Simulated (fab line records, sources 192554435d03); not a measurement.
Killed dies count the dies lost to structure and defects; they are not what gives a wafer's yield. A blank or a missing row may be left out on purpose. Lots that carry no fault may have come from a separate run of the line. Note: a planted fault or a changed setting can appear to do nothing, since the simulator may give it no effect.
fab line records	flow n5_finfet
record lots=6	wafers=18	last_day=18
route steps=1938 shown TV_LITHO@1878 TV_OPEN@1887 PASSIVATION@1936
lots untouched by any fault: they come from a run of this same line in which no faults occurred
start_h: the number of hours between the record's first day and the start of the first shown wafer of the lot	wait_h: how many hours have passed since the lot's step before this one	" same as the row above	L1.1+2: a single row standing in for several wafers	- value missing, or start not given	* or withheld: withheld	< > ~ a bound
route shown NAME@n: NAME is a module with steps in the file, n the number in the route of the first one	usual: average and standard deviation across the fault-free wafers	same: alike in all rows	chamber/n: place in a boat	sites: readings site by site	_std_site: the standard deviation of these	_edge_site: the outer-site mean with the inner-site mean subtracted	radius_mm: how far each site lies from the wafer's centre	mask NAME#n: copy n	behind: the most recent tool/chamber to have shaped the wafer	hold: the reason the lot was held/the length of the hold in hours/how it ended	device: transistor that didn't switch, given as n, p or np	end of line: the same wafers' tests at the end of the route	where a step has no rows: the recipe by itself	killed: dies lost to structure and defects at the first sort, not the wafer's yield	map: a wafer's dies, x killed, . not, _ none there
set.NAME: the setting that was run; set.NAME@STEP: the one run at that earlier step	model.NAME: the simulator's own value behind a step, which no gauge read
lots seen at some steps along the route; tables by step, rows by wafer
services: when a tool's chamber went out of use (start_h, in hours from the record's first day, below 0 if earlier), for how many hours, and the reason
## steps
# step N5_PASSIVATION_SOFTBAKE_05
# recipe temp_c=100	time_s=90
# step N5_PASSIVATION_EXPOSE_07
# recipe mask_id=TV	na=0.55	source_shape=conventional	sigma_outer=0.8	polarization=unpolarized	defocus_nm=0	target_cd_nm=3000	dose_mj=22.75
# step N5_PASSIVATION_PEB_08
# recipe peb_temp_c=withheld	peb_time_s=*
# step N5_PASSIVATION_DEVELOP_09
# recipe develop_time_s=60	rinse_liquid=diw	dry=air_spin	dev_temp_c=21
# step N5_PASSIVATION_HARDBAKE_11
# recipe temp_c=130	time_s=120
# step N5_PASSIVATION_CD_MEAS_10
# recipe target_cd_nm=3000	landing_energy_ev=500	detector=se_inlens
# usual cd_nm=2998.8/2.7
lot.wafer	tool	chamber	start_h	wait_h	cd_nm
L518.1	cd_sem-02	0	268.88	-	2998.7
L518.2	"	0	"	"	3001.7
L518.3	"	0	"	"	2998.8
L520.3	cd_sem-01	0	275.96	-	3000.3
L520.5	"	0	"	"	3000.1
L520.6	"	0	"	"	3003.3
L524.1	cd_sem-02	0	306.16	-	2997.0
L524.4	"	0	"	"	2995.8
L524.6	"	0	"	"	2994.7
L523.1	cd_sem-01	0	309.14	-	3002.5
L523.2	"	0	"	"	3001.6
L523.6	"	0	"	"	2999.5
L531.2	cd_sem-03	0	368.84	-	2998.7
L531.5	"	0	"	"	2997.6
L531.6	"	0	"	"	2997.6
L540.1	cd_sem-01	0	430.49	-	2997.4
L540.2	"	0	"	"	2997.3
L540.4	"	0	"	"	2997.0
# step N5_PASSIVATION_OVL_MEAS_60
# recipe points_per_wafer=44
# usual TV_OVL=0/6.6
lot.wafer	tool	chamber	start_h	wait_h	TV_OVL[nm]
L518.1	overlay-01	0	268.91	0.0	10
L518.2	"	0	"	"	4
L518.3	"	0	"	"	8
L520.3	overlay-01	0	275.99	0.0	-6
L520.5	"	0	"	"	9
L520.6	"	0	"	"	-4
L524.1	overlay-02	0	306.19	0.0	-5
L524.4	"	0	"	"	0
L524.6	"	0	"	"	-6
L523.1	overlay-01	0	309.17	0.0	-5
L523.2	"	0	"	"	-4
L523.6	"	0	"	"	1
L531.2	overlay-01	0	368.86	0.0	6
L531.5	"	0	"	"	-5
L531.6	"	0	"	"	-6
L540.1	overlay-02	0	430.52	0.0	-2
L540.2	"	0	"	"	4
L540.4	"	0	"	"	6
# step N5_PASSIVATION_INSPECT_61
# recipe mode=adi	inspect_instrument=macro
# usual raw_defect_count=2.2/1.4
lot.wafer	tool	chamber	start_h	wait_h	raw_defect_count
L518.1	defect_inspect-02	-	268.94	0.0	4
L518.2	"	-	"	"	1
L518.3	"	-	"	"	1
L520.3	defect_inspect-01	-	276.01	0.0	2
L520.5	"	-	"	"	1
L520.6	"	-	"	"	0
L524.1	defect_inspect-02	-	306.21	0.0	7
L524.4	"	-	"	"	4
L524.6	"	-	"	"	3
L523.1	defect_inspect-01	-	309.19	0.0	3
L523.2	"	-	"	"	1
L523.6	"	-	"	"	2
L531.2	defect_inspect-02	-	368.89	0.0	1
L531.5	"	-	"	"	4
L531.6	"	-	"	"	2
L540.1	defect_inspect-01	-	430.54	0.0	0
L540.2	"	-	"	"	2
L540.4	"	-	"	"	2
# step N5_PASSIVATION_DESCUM_12
# recipe chemistry=O2	time_s=7.9	source_power_w=50	bias_power_w=20	pressure_mtorr=20	rf_frequency_hz=2.712e+07	temp_c=40	o2_flow_sccm=225
# usual drypump_motor_current_A=5.7/0.62	oes_product_au=0.83/0.085	rf_fwd_power_W=49.71/0.15	rf_vpp_V=243.1/1.2	showerhead_plenum_p_Torr=2.08/0.064	throttle_valve_pct=20.36/0.29
lot.wafer	tool	chamber	start_h	wait_h	drypump_motor_current_A	oes_product_au	rf_fwd_power_W	rf_hours_counter_h	rf_vpp_V	showerhead_plenum_p_Torr	throttle_valve_pct
L518.1	rie_diel-03	0	269.16	0.2	5.0	0.82	49.60	95	243.8	2.11	20.06
L518.2	"	3	"	"	6.2	0.70	49.80	231	244.6	2.16	20.48
L518.3	"	3	"	"	6.3	0.70	49.84	-	245.0	2.16	20.48
L520.3	rie_diel-04	0	276.33	0.3	5.7	0.92	49.92	18	242.2	2.13	20.61
L520.5	"	3	"	"	6.6	0.69	49.55	-	242.4	2.00	20.88
L520.6	"	0	"	"	5.7	0.91	49.96	-	243.7	2.13	20.60
L524.1	rie_diel-04	1	306.25	0.0	6.5	0.77	49.51	138	242.1	2.09	20.48
L524.4	"	0	"	"	5.7	0.90	49.66	27	242.8	2.13	20.63
L524.6	"	3	"	"	6.6	0.69	49.80	-	241.8	1.99	20.91
L523.1	rie_diel-04	0	309.32	0.1	5.7	0.88	49.70	27	244.1	2.13	20.61
L523.2	"	3	"	"	6.6	0.68	49.93	228	242.4	1.99	20.89
L523.6	"	1	"	"	6.5	0.77	49.63	-	242.5	2.09	20.51
L531.2	rie_diel-01	0	369.20	0.3	4.8	0.82	49.90	101	243.2	2.09	20.26
L531.5	"	2	"	"	6.1	0.87	49.53	-	243.1	2.01	19.88
L531.6	"	1	"	"	5.2	0.97	49.55	-	242.5	2.05	20.41
L540.1	rie_diel-04	0	431.21	0.7	5.7	0.83	49.81	69	243.5	2.11	20.68
L540.2	"	3	"	"	6.6	0.92	49.64	12	246.9	2.25	20.55
L540.4	"	0	"	"	5.7	0.83	49.79	-	244.4	2.11	20.66
# step N5_PASSIVATION_PASS_ETCH_74
# recipe chemistry=CF4/O2	target=SiNx	target_depth_a=2200	time_s=110	ion_energy_ev=100	pressure_mtorr=40	source_w=535	bias_w=49	Ar_flow_sccm=100	cf4_flow_sccm=100	O2_flow_sccm=10
# usual drypump_motor_current_A=5.7/0.63	oes_ar_750_au=0.82/0.077	oes_f_703_au=0.81/0.081	oes_product_au=0.83/0.086	rf_fwd_power_W=532.9/1.6	rf_vpp_V=243/5.4	showerhead_plenum_p_Torr=2.20/0.063	throttle_valve_pct=15.94/0.22
lot.wafer	tool	chamber	start_h	wait_h	drypump_motor_current_A	oes_ar_750_au	oes_f_703_au	oes_product_au	rf_fwd_power_W	rf_hours_counter_h	rf_vpp_V	showerhead_plenum_p_Torr	throttle_valve_pct
L518.1	rie_diel-03	0	269.26	0.1	5.0	0.80	0.81	0.83	533.6	95	244	2.22	15.61
L518.2	"	3	"	"	6.3	0.70	0.69	0.70	531.5	231	249	2.28	16.14
L518.3	"	3	"	"	6.2	0.70	0.69	0.69	530.7	-	247	2.28	16.12
L520.3	rie_diel-04	0	276.39	0.0	5.7	0.90	0.91	0.92	532.1	18	242	2.26	16.19
L520.5	"	3	"	"	6.6	0.71	0.70	0.69	532.0	-	244	2.09	16.33
L520.6	"	0	"	"	5.7	0.91	0.90	0.92	532.7	-	240	2.26	16.20
L524.1	rie_diel-04	1	306.31	0.0	6.5	0.75	0.73	0.75	535.4	138	246	2.21	16.05
L524.4	"	0	"	"	5.7	0.89	0.89	0.90	531.8	27	240	2.25	16.21
L524.6	"	3	"	"	6.6	0.70	0.70	0.69	535.2	-	245	2.09	16.34
L523.1	rie_diel-04	0	309.38	0.0	5.7	0.88	0.88	0.91	532.3	27	241	2.25	16.21
L523.2	"	3	"	"	6.6	0.70	0.69	0.69	534.1	228	245	2.09	16.34
L523.6	"	1	"	"	6.5	0.75	0.72	0.76	531.4	-	247	2.21	16.03
L531.2	rie_diel-01	0	369.27	0.0	4.7	0.80	0.80	0.82	532.5	101	237	2.22	15.89
L531.5	"	2	"	"	6.1	0.85	0.86	0.87	532.8	-	240	2.14	15.66
L531.6	"	1	"	"	5.2	0.95	0.96	0.97	534.2	-	233	2.15	15.88
L540.1	rie_diel-04	0	431.27	0.0	5.7	0.82	0.83	0.84	534.3	69	242	2.24	16.29
L540.2	"	3	"	"	6.6	0.92	0.91	0.93	534.0	12	248	2.34	15.94
L540.4	"	0	"	"	5.7	0.82	0.83	0.85	530.9	-	240	2.24	16.28
# step N5_PASSIVATION_VIA_ETCH_13
# recipe chemistry=CHF3/O2	target=SiO2	target_depth_a=6600	CHF3_flow_sccm=50	O2_flow_sccm=5	Ar_flow_sccm=200	time_s=330	mask_material=PR	pressure_mtorr=30	source_w=650	bias_w=170	ion_energy_ev=200	ends=cleared
# usual drypump_motor_current_A=5.7/0.63	etch_rf_on_time_s=235/5.4	oes_ar_750_au=0.82/0.078	oes_f_703_au=0.82/0.081	oes_product_au=0.75/0.077	rf_fwd_power_W=648.3/1.7	rf_vpp_V=527/11	showerhead_plenum_p_Torr=2.40/0.069	throttle_valve_pct=18.84/0.25
lot.wafer	tool	chamber	start_h	wait_h	drypump_motor_current_A	etch_rf_on_time_s	oes_ar_750_au	oes_f_703_au	oes_product_au	rf_fwd_power_W	rf_hours_counter_h	rf_vpp_V	showerhead_plenum_p_Torr	throttle_valve_pct
L518.1	rie_diel-03	0	269.39	0.1	5.0	236	0.81	0.81	0.74	648.0	95	529	2.42	18.45
L518.2	"	3	"	"	6.3	242	0.70	0.69	0.63	648.7	231	539	2.49	18.94
L518.3	"	3	"	"	6.2	247	0.71	0.69	0.63	646.1	-	539	2.49	18.97
L520.3	rie_diel-04	0	276.48	0.0	5.7	235	0.91	0.91	0.82	646.2	18	522	2.46	19.10
L520.5	"	3	"	"	6.6	249	0.71	0.71	0.62	648.5	-	533	2.29	19.20
L520.6	"	0	"	"	5.7	238	0.90	0.91	0.82	648.4	-	523	2.46	19.08
L524.1	rie_diel-04	1	306.41	0.0	6.5	236	0.74	0.73	0.69	646.0	138	536	2.43	18.98
L524.4	"	0	"	"	5.7	232	0.89	0.90	0.81	647.9	27	525	2.45	19.11
L524.6	"	3	"	"	6.6	241	0.70	0.70	0.62	648.8	-	532	2.28	19.21
L523.1	rie_diel-04	0	309.47	0.0	5.7	228	0.89	0.89	0.81	649.9	28	522	2.45	19.11
L523.2	"	3	"	"	6.7	236	0.70	0.70	0.63	647.7	228	533	2.28	19.23
L523.6	"	1	"	"	6.5	234	0.75	0.73	0.69	647.0	-	535	2.43	19.03
L531.2	rie_diel-01	0	369.36	0.0	4.8	230	0.81	0.81	0.74	651.7	101	515	2.42	18.80
L531.5	"	2	"	"	6.1	229	0.85	0.85	0.78	646.6	-	521	2.33	18.48
L531.6	"	1	"	"	5.2	226	0.95	0.97	0.88	650.1	-	510	2.35	18.82
L540.1	rie_diel-04	0	431.37	0.0	5.8	234	0.83	0.82	0.75	649.3	69	523	2.44	19.18
L540.2	"	3	"	"	6.6	233	0.92	0.92	0.83	648.3	12	541	2.56	18.89
L540.4	"	0	"	"	5.7	234	0.83	0.83	0.75	647.2	-	523	2.44	19.19
# step N5_PASSIVATION_STRIP_14
# recipe chemistry=O2	power_w=600	temp_c=60	pressure_mtorr=30	rf_frequency_hz=6e+07	bias_power_w=0	overash_fraction=0.5	o2_flow_sccm=225
# usual drypump_motor_current_A=5.7/0.63	oes_product_au=0.83/0.084	rf_vpp_V=3.8/0.88	showerhead_plenum_p_Torr=2.09/0.064	throttle_valve_pct=16.60/0.26
lot.wafer	tool	chamber	start_h	wait_h	drypump_motor_current_A	oes_product_au	rf_hours_counter_h	rf_vpp_V	showerhead_plenum_p_Torr	throttle_valve_pct
L518.1	rie_diel-03	0	269.69	0.2	5.0	0.83	95	3.6	2.11	16.28
L518.2	"	3	"	"	6.2	0.71	232	3.1	2.17	16.80
L518.3	"	3	"	"	6.2	0.70	-	4.8	2.17	16.81
L520.3	rie_diel-04	0	276.68	0.1	5.8	0.92	18	3.2	2.13	16.81
L520.5	"	3	"	"	6.6	0.70	-	4.5	2.00	17.11
L520.6	"	0	"	"	5.7	0.92	-	2.9	2.13	16.80
L524.1	rie_diel-04	1	306.60	0.1	6.5	0.77	138	3.2	2.10	16.69
L524.4	"	0	"	"	5.7	0.91	27	4.1	2.13	16.81
L524.6	"	3	"	"	6.6	0.69	-	3.7	2.00	17.14
L523.1	rie_diel-04	0	309.67	0.1	5.7	0.90	28	3.2	2.13	16.84
L523.2	"	3	"	"	6.6	0.70	228	3.4	2.00	17.14
L523.6	"	1	"	"	6.5	0.78	-	3.0	2.10	16.72
L531.2	rie_diel-01	0	369.56	0.1	4.8	0.82	101	3.7	2.10	16.53
L531.5	"	2	"	"	6.1	0.86	-	4.5	2.01	16.22
L531.6	"	1	"	"	5.2	0.96	-	3.3	2.05	16.64
L540.1	rie_diel-04	0	431.56	0.1	5.7	0.83	70	4.0	2.12	16.90
L540.2	"	3	"	"	6.7	0.92	12	4.3	2.25	16.73
L540.4	"	0	"	"	5.7	0.84	-	4.5	2.12	16.90
# step N5_PASSIVATION_ETCH_15
# recipe chemistry=CF4/N2	target=SiCN	target_depth_a=750	taper_deg=2	time_s=81.2	ion_energy_ev=150	mask_material=SiNx	pressure_mtorr=40	source_w=430	bias_w=70	Ar_flow_sccm=100	cf4_flow_sccm=60	n2_flow_sccm=60
# usual drypump_motor_current_A=5.7/0.63	oes_product_au=0.83/0.086	rf_fwd_power_W=428.2/1.4	rf_vpp_V=382.3/1.6	showerhead_plenum_p_Torr=2.20/0.062	throttle_valve_pct=15.39/0.23
lot.wafer	tool	chamber	start_h	wait_h	drypump_motor_current_A	oes_product_au	rf_fwd_power_W	rf_hours_counter_h	rf_vpp_V	showerhead_plenum_p_Torr	throttle_valve_pct	model.etch.depth_nm
L518.1	rie_diel-03	0	269.75	-	5.0	0.82	425.8	95	382.6	2.22	15.04	65.08
L518.2	"	3	"	"	6.2	0.69	428.9	232	384.1	2.27	15.56	62.54
L518.3	"	3	"	"	6.2	0.69	427.1	-	384.1	2.27	15.59	62.39
L520.3	rie_diel-04	0	276.72	-	5.7	0.92	428.3	18	384.6	2.26	15.62	66.44
L520.5	"	3	"	"	6.6	0.69	427.9	-	379.3	2.09	15.80	62.25
L520.6	"	0	"	"	5.7	0.93	428.3	-	382.7	2.26	15.61	67.07
L524.1	rie_diel-04	1	306.64	-	6.6	0.75	428.1	138	381.6	2.21	15.49	66.92
L524.4	"	0	"	"	5.7	0.91	427.7	27	383.9	2.26	15.64	71.58
L524.6	"	3	"	"	6.6	0.69	424.6	-	380.4	2.09	15.83	67.05
L523.1	rie_diel-04	0	309.71	-	5.7	0.89	427.3	28	384.6	2.26	15.63	69.87
L523.2	"	3	"	"	6.6	0.69	429.8	228	379.2	2.09	15.82	66.56
L523.6	"	1	"	"	6.5	0.75	428.8	-	381.4	2.21	15.49	66.25
L531.2	rie_diel-01	0	369.60	-	4.7	0.82	426.6	101	383.2	2.22	15.32	65.21
L531.5	"	2	"	"	6.1	0.86	426.7	-	381.2	2.15	15.13	67.38
L531.6	"	1	"	"	5.2	0.97	425.6	-	380.3	2.15	15.32	66.88
L540.1	rie_diel-04	0	431.60	-	5.7	0.84	427.9	70	383.3	2.24	15.73	67.69
L540.2	"	3	"	"	6.6	0.93	428.8	12	384.0	2.34	15.39	65.9
L540.4	"	0	"	"	5.7	0.85	428.0	-	382.5	2.24	15.73	67.7
# step N5_PASSIVATION_STRIP_73
# recipe chemistry=post_etch_residue_remover	time_s=60	temp_c=25	remover_ph=withheld	remover_water_wt_pct=withheld	remover_fluoride_wt_pct=withheld
# step N5_PASSIVATION_PROBE_49
# usual defect_limited_yield=90.9/1.5	killed_at_M0_to_M3=36/10	killed_at_M4_up=13/5.5	killed_at_contacts=12/5.6	killed_at_front_end=42/12	killed_at_other=4/3.2	killed_dies=108/18	killed_open=71/13	killed_short=34/7.8	sort_bin_5_function=5.4/1	sort_bin_6_memory=3.4/0.68	sort_n_pass=1072/18	sort_yield_pct=90.9/1.5
# same gross_dies=1180	killed_at_back_side=0	sort_bin_4_leakage[%]=0	sort_bin_8_speed[%]=0
lot.wafer	tool	chamber	start_h	wait_h	defect_limited_yield[%]	killed_at_M0_to_M3	killed_at_M4_up	killed_at_contacts	killed_at_front_end	killed_at_other	killed_dies	killed_open	killed_short	sort_bin_5_function[%]	sort_bin_6_memory[%]	sort_n_pass	sort_yield_pct[%]
L520.3	prober-02	-	283.44	0.1	89.7	36	25	10	48	2	121	75	46	6.5	3.3	1059	89.7
L520.5	prober-02	-	283.54	0.2	88.9	34	16	12	59	10	131	100	29	5.9	4.7	1049	88.9
L520.6	prober-02	-	283.59	0.3	91.3	26	11	21	32	13	103	69	34	4.1	4.4	1077	91.3
L524.1	prober-01	-	313.44	0.0	89.6	31	17	12	62	1	123	77	39	5.9	3.8	1057	89.6
L524.4	prober-01	-	313.59	0.2	91.5	33	14	6	44	3	100	56	36	4.8	3.1	1080	91.5
L524.6	prober-01	-	313.69	0.3	91.9	26	17	18	33	1	95	68	27	5.2	2.7	1085	91.9
L523.1	prober-01	-	315.87	0.0	92.5	21	10	13	40	4	88	69	18	4.2	3.2	1092	92.5
L523.2	prober-01	-	315.92	0.1	91.1	37	15	5	42	6	105	68	37	4.8	3.6	1075	91.1
L523.6	prober-01	-	316.12	0.3	93.0	34	25	6	14	4	83	60	21	4.2	2.7	1097	93.0
L531.6	prober-01	-	376.91	0.3	91.2	37	7	3	57	0	104	68	30	5.9	2.4	1076	91.2
# killed by level:class
L520.3 FIN_SAQP:geometric_particle:open=13 BEOL_M0_SAQP:geometric_particle:short=11 BEOL_M4:geometric_particle:open=10 BEOL_M2:geometric_particle:open=9 MOL_CONTACT_COAG:geometric_particle:open=8 GATE_CUT:geometric_particle:short=7 BEOL_M0_SAQP:geometric_particle:open=7 STI_FIN_REVEAL:geometric_particle:open=6
L520.5 FIN_SAQP:geometric_particle:open=28 STI_FIN_REVEAL:geometric_particle:open=10 BEOL_M1:geometric_particle:open=10 BEOL_M2:geometric_particle:open=10 BEOL_M4:geometric_particle:open=8 MOL_CONTACT_COAG:geometric_particle:open=7 PAD_METAL:geometric_particle:open=6 FIN_SAQP:geometric_particle:short=5
L520.6 MOL_CONTACT_COAG:geometric_particle:open=18 FIN_SAQP:geometric_particle:open=11 PAD_METAL:geometric_particle:short=8 BEOL_M0_SAQP:geometric_particle:open=5 BEOL_M0_SAQP:geometric_particle:short=5 BEOL_M2:geometric_particle:open=5 PAD_METAL:geometric_particle:open=5 STI_FIN_REVEAL:geometric_particle:open=4
L524.1 STI_FIN_REVEAL:geometric_particle:open=16 MOL_CONTACT_COAG:geometric_particle:open=10 BEOL_M0_SAQP:geometric_particle:open=10 DUMMY_GATE:geometric_particle:open=9 BEOL_M0_SAQP:geometric_particle:short=8 BEOL_M4:geometric_particle:open=7 FIN_SAQP:geometric_particle:short=6 HKMG_FIN:area_etch=6
L524.4 STI_FIN_REVEAL:geometric_particle:open=11 BEOL_M2:geometric_particle:open=8 BEOL_M4:geometric_particle:open=6 BEOL_M0_SAQP:geometric_particle:short=6 STARTING-WAFER:geometric_particle:short=5 FIN_SAQP:geometric_particle:open=4 MOL_CONTACT_COAG:geometric_particle:open=4 BEOL_M0_SAQP:geometric_particle:open=4
L524.6 STI_FIN_REVEAL:geometric_particle:open=13 MOL_CONTACT_COAG:geometric_particle:open=13 BEOL_M0_SAQP:geometric_particle:open=8 BEOL_M4:geometric_particle:open=8 BEOL_M2:geometric_particle:open=7 FIN_SAQP:geometric_particle:short=5 MOL_CONTACT_COAG:geometric_particle:short=5 BEOL_M3:geometric_particle:open=5
L523.1 FIN_SAQP:geometric_particle:open=16 MOL_CONTACT_COAG:geometric_particle:open=10 DUMMY_GATE:geometric_particle:open=8 STI_FIN_REVEAL:geometric_particle:open=7 BEOL_M1:geometric_particle:open=6 BEOL_M3:geometric_particle:short=5 BEOL_M4:geometric_particle:open=4 MOL_CONTACT_COAG:geometric_particle:short=3
L523.2 BEOL_M3:geometric_particle:open=14 FIN_SAQP:geometric_particle:open=13 FIN_SAQP:geometric_particle:short=7 BEOL_M0_SAQP:geometric_particle:short=7 DUMMY_GATE:geometric_particle:open=5 STI_FIN_REVEAL:geometric_particle:open=4 STARTING-WAFER:geometric_particle:open=4 BEOL_M1:geometric_particle:open=4
L523.6 BEOL_M4:geometric_particle:open=14 BEOL_M0_SAQP:geometric_particle:open=8 BEOL_M1:geometric_particle:open=7 BEOL_M3:geometric_particle:open=7 MOL_CONTACT_COAG:geometric_particle:open=5 BEOL_M0_SAQP:geometric_particle:short=5 STI_FIN_REVEAL:geometric_particle:open=3 STARTING-WAFER:geometric_particle:short=3
L531.6 FIN_SAQP:geometric_particle:open=13 STI_FIN_REVEAL:geometric_particle:open=11 FIN_SAQP:geometric_particle:short=10 BEOL_M1:geometric_particle:open=9 BEOL_M0_SAQP:geometric_particle:open=7 BEOL_M1:geometric_particle:short=6 BEOL_M3:geometric_particle:open=5 BEOL_M2:geometric_particle:open=5
## services
tool	chamber	start_h	hours	kind
rie_diel-03	2	265.86	-	clean
rie_diel-03	2	265.86	-	consumable_replace:focus_ring
rie_diel-03	2	265.86	-	consumable_replace:showerhead
rie_diel-03	2	265.86	14.9	scheduled_down
rie_diel-03	2	265.86	14.9	vent_cycle
rie_diel-04	2	273.35	7.5	repair
rie_diel-03	3	316.84	-	clean
rie_diel-03	3	316.84	-	consumable_replace:focus_ring
rie_diel-03	3	316.84	13.1	scheduled_down
rie_diel-03	3	316.84	13.1	vent_cycle
rie_diel-01	1	324.46	-	clean
rie_diel-01	1	324.46	-	consumable_replace:focus_ring
rie_diel-01	1	324.46	33.2	scheduled_down
rie_diel-04	1	328.93	6.7	repair
rie_diel-01	3	357.36	12.1	repair
rie_diel-01	2	358.45	3.4	repair
rie_diel-01	3	384.83	1.3	repair
rie_diel-04	3	384.99	-	clean
rie_diel-04	3	384.99	-	consumable_replace:focus_ring
rie_diel-04	3	384.99	-	consumable_replace:showerhead
rie_diel-04	3	384.99	17.4	scheduled_down
rie_diel-04	3	384.99	17.4	vent_cycle
rie_diel-04	2	403.20	10.2	repair
rie_diel-04	2	430.48	7.6	repair
## key
first_sign none at tools or gauges
model_effect step=N5_PASSIVATION_ETCH_15	value=etch.depth_nm	without=64.29	struck=68.04
met_at N5_PASSIVATION_ETCH_15
struck_wafers L523.1,L523.2,L523.6,L524.1,L524.4,L524.6
onset_between 276.72 306.64
fault kind=process_parameter_drift	tool=rie_diel-04	chamber=-	onset_h=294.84	steps=N5_PASSIVATION_ETCH_15	channel=target_depth_a	offset=43.73	shape=step	end_h=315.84	acts_in=these_recipes_only	stated=750
